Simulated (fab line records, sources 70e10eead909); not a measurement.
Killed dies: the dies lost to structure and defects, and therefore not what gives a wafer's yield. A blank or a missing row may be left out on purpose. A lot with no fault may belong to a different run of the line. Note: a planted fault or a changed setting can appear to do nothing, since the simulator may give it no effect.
A lot that was struck, set against a sound lot / flow nandHarc / 18 steps out of a route of 1159
Sound: the wafers L261.2, L261.5, L261.6. The struck wafers were L256.2, L256.4, L256.6. Last of all comes the cause.
Each step with rows lists, per side, the tool, then ch with its chambers, then its first start. Under that, the readings that differ: sound wafers / struck wafers / difference of the means / sigmas: that difference in standard deviations of wafers without a fault.
alike: same words and numbers on both sides, and readings whose means sit less than 2 such deviations apart. not compared: any withheld reading, any reading some wafer has no value for, any bound like >300 that may hide the same value, and any number with overlapping values for which the record gives no deviation.
The two part at a step that has a row with sigmas, a row that says differs or no value, or rows on one side only. When numbers do not overlap yet have no deviation, they are printed without sigmas and do not part them. A reading missing from all wafers of one side parts the sides only when that side holds two or more wafers.

first, 1 step without rows for these wafers: NHARC_P_BONDPAD_HARDBAKE_10 (time 65 s).
NHARC_P_BONDPAD_DESCUM_11: chemistry O2, time 3 s.
  sound on rieDiel-06 ch 0,1, day 10 02:45; struck on rieDiel-05 ch 1,2, day 8 13:47
reading=oesProductAu (a.u.); sound=1.014 1.017 0.998; struck=0.992 0.991 0.986; difference=-0.020; sigmas=-2
  alike: drypumpMotorCurrentA, rfVppV, showerheadPlenumPTorr, throttleValvePct
  not compared: rfHoursCounterH
then, 1 step without rows for these wafers: NHARC_P_BONDPAD_ETCH_37 (etches the open film in N2/H2, target depth 60 nm, overetch 18 nm, time 65.91 s).
NHARC_P_BONDPAD_ETCH_12: etches the open film in CHF3/O2, target depth 200 nm, time 100 s.
  sound: rieDiel-06 ch 1,2,3; struck: rieDiel-05 ch 0,1,3
  alike: drypumpMotorCurrentA, oesProductAu, rfVppV, showerheadPlenumPTorr, throttleValvePct
  not compared: rfHoursCounterH
NHARC_P_BONDPAD_CD_MEAS_13:
  sound on cdSem-03 at day 10 03:04; struck on cdSem-02 at day 8 14:06
  alike: cdNm
NHARC_P_BONDPAD_STRIP_15: strips in O2.
  sound on rieDiel-06 ch 0,1,2, day 10 03:11; struck on rieDiel-07 ch 2,3, day 8 14:13
  alike: drypumpMotorCurrentA, oesProductAu, rfVppV, showerheadPlenumPTorr, throttleValvePct
  not compared: rfHoursCounterH
then, 2 steps without rows for these wafers: NHARC_P_BONDPAD_ETCH_24 (etches the open film in CF4/N2, target depth 30 nm, time 72.99 s); NHARC_P_BONDPAD_STRIP_16 (strips in post etch residue remover, time 600 s).
NHARC_P_BONDPAD_DEGAS_25: time 60 s.
  sound on pvdSputter-01 at day 10 03:41; struck on pvdSputter-01 at day 8 14:46
  alike: heaterPowerW
then, 1 step without rows for these wafers: NHARC_P_BONDPAD_PRE_CLEAN_26 (time 30 s).
NHARC_P_BONDPAD_PVD_17: deposits TaN, target thk 5 nm, time 8.06 s.
  sound on pvdSputter-01; struck on pvdSputter-01
  alike: throttleValvePct
then, 1 step without rows for these wafers: NHARC_P_BONDPAD_PVD_27 (deposits Cu, target thk 30 nm, time 20.49 s).
NHARC_P_BONDPAD_ECD_18: material Cu, target thk 400 nm.
  sound on ecdCu-02 ch 0,1, day 10 04:04; struck on ecdCu-01 ch 0,1, day 8 15:07
  no value came back on the struck wafers for bathHeatDutyPct (%), bathTempC (C); on the sound wafers bathHeatDutyPct (%) reads 6.1 5.8 6.6
then, 2 steps without rows for these wafers: NHARC_P_BONDPAD_ANNEAL_28 (time 90 s); NHARC_P_BONDPAD_CMP_19 (polishes, t overpolish 30 s, cu recess touch 16 s, target thk 160.81 nm).
NHARC_P_BONDPAD_THK_MEAS_20: measures by xrf.
  sound on filmMetro-01 at day 10 05:07; struck on filmMetro-01 at day 8 16:13
reading=thkNm (nm); sound=161.8 163.7 162.8; struck=29.9 30.0 29.5; difference=-133.0; sigmas=-89
then, 1 step without rows for these wafers: NHARC_P_BONDPAD_SRD_21 (time 30 s, dry time 20 s).
-- the record jumps here: 13 days lie between the struck wafers' starts before and after (it left off in module P_BONDPAD and takes up again in module END, whose first step shown is number 1159 of the route) --
NHARC_END_SORT_01:
  sound on prober-02 ch 0, day 22 18:52; struck on prober-02 ch 0, day 21 14:43
reading=defectLimitedYield (%); sound=94.5 96.2 96.3; struck=0 0 0; difference=-96; sigmas=-64
reading=killedAtPeriphery; sound=4 2 2; struck=659 655 657; difference=+654; sigmas=+99 or more
reading=killedDies; sound=37 26 25; struck=677 677 677; difference=+648; sigmas=+65
reading=sort_bin_2_pct (%); sound=1.8 1.5 1.0; struck=98.5 97.5 96.8; difference=+96.2; sigmas=+99 or more
reading=sortNPass; sound=640 651 652; struck=0 0 0; difference=-648; sigmas=-65
reading=sortRimYieldPct (%); sound=93 97 96; struck=0 0 0; difference=-95; sigmas=-30
reading=sortYieldPct (%); sound=94.5 96.2 96.3; struck=0 0 0; difference=-96; sigmas=-64
  alike: killedAtArray, killedAtOther, killedOpen, killedShort, sort_bin_3_pct, sort_bin_4_pct

WHERE THEY PART
Last at NHARC_END_SORT_01 as far as this record goes, first at NHARC_P_BONDPAD_DESCUM_11.

WHY: what the simulator had put in
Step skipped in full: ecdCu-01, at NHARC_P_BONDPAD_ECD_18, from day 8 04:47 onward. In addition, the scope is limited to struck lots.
